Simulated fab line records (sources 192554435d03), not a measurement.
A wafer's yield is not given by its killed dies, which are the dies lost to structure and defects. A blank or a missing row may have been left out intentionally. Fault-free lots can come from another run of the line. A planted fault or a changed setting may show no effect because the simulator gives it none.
Chamber matching :: flow n5Finfet :: 4 sister chambers for N5_FIN_SAQP_SPACER1_ALD_24 on aldSin-01
The step deposits SiO2, target thk 20.3 nm, pulse time 1 s, purge time 2 s. 8 wafers are shown with their chamber, then 12 later ones without.

== WAFERS, EACH WITH ITS CHAMBER ==
wafer: L080.2
chamber: 0
heaterPowerW (W): 420
precursorPulseHeightRel: 0.981

wafer: L082.3
chamber: 1
heaterPowerW (W): 545
precursorPulseHeightRel: 0.984

wafer: L083.1
chamber: 0
heaterPowerW (W): 429
precursorPulseHeightRel: 0.985

wafer: L085.5
chamber: 1
heaterPowerW (W): 533
precursorPulseHeightRel: 0.995

wafer: L085.6
chamber: 2
heaterPowerW (W): 474
precursorPulseHeightRel: 1.015

wafer: L088.2
chamber: 3
heaterPowerW (W): 505
precursorPulseHeightRel: 1.050

wafer: L088.4
chamber: 2
heaterPowerW (W): 478
precursorPulseHeightRel: 1.009

wafer: L088.6
chamber: 3
heaterPowerW (W): 488
precursorPulseHeightRel: 1.033

== WAFERS WITH NO CHAMBER GIVEN ==
wafer: L089.1
heaterPowerW (W): 496
precursorPulseHeightRel: 1.025

wafer: L089.4
heaterPowerW (W): 423
precursorPulseHeightRel: 1.016

wafer: L089.6
heaterPowerW (W): 427
precursorPulseHeightRel: 0.983

wafer: L090.2
heaterPowerW (W): 524
precursorPulseHeightRel: 1.001

wafer: L090.3
heaterPowerW (W): 425
precursorPulseHeightRel: 1.009

wafer: L090.4
heaterPowerW (W): 478
precursorPulseHeightRel: 1.003

wafer: L094.2
heaterPowerW (W): 476
precursorPulseHeightRel: 1.000

wafer: L094.4
heaterPowerW (W): 546
precursorPulseHeightRel: 1.000

wafer: L094.5
heaterPowerW (W): 539
precursorPulseHeightRel: 0.991

wafer: L097.3
heaterPowerW (W): 543
precursorPulseHeightRel: 0.995

wafer: L097.4
heaterPowerW (W): 435
precursorPulseHeightRel: 1.010

wafer: L097.5
heaterPowerW (W): 497
precursorPulseHeightRel: 1.003

== THE CHAMBER EACH PASSED THROUGH ==
wafer: L089.1
from the rows above: can't be placed: 3 or 2
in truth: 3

wafer: L089.4
from the rows above: 0
in truth: 0

wafer: L089.6
from the rows above: 0
in truth: 0

wafer: L090.2
from the rows above: 1
in truth: 1

wafer: L090.3
from the rows above: 0
in truth: 0

wafer: L090.4
from the rows above: 2
in truth: 2

wafer: L094.2
from the rows above: 2
in truth: 2

wafer: L094.4
from the rows above: 1
in truth: 1

wafer: L094.5
from the rows above: 1
in truth: 1

wafer: L097.3
from the rows above: 1
in truth: 1

wafer: L097.4
from the rows above: can't be placed: 0 or 2
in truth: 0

wafer: L097.5
from the rows above: 2
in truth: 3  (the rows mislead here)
9 of 12 placed correctly. Unplaceable from these rows: 2, with the true chamber sitting among the candidates in 2. Number placed wrongly: 1.
How it was worked out, from the rows above alone: a wafer's distance from a chamber is the root of the sum, over the readings, of the square of ((its reading less the chamber's mean) divided by the reading's scatter). The wafer belongs to the nearest chamber; if the next one is less than 2 further off, it can't be placed. Each chamber's mean is taken over the wafers shown for it. The scatter: take each reading less its chamber's mean, square it, sum over the shown wafers, divide by the number of wafers less the number of chambers, and take the root.
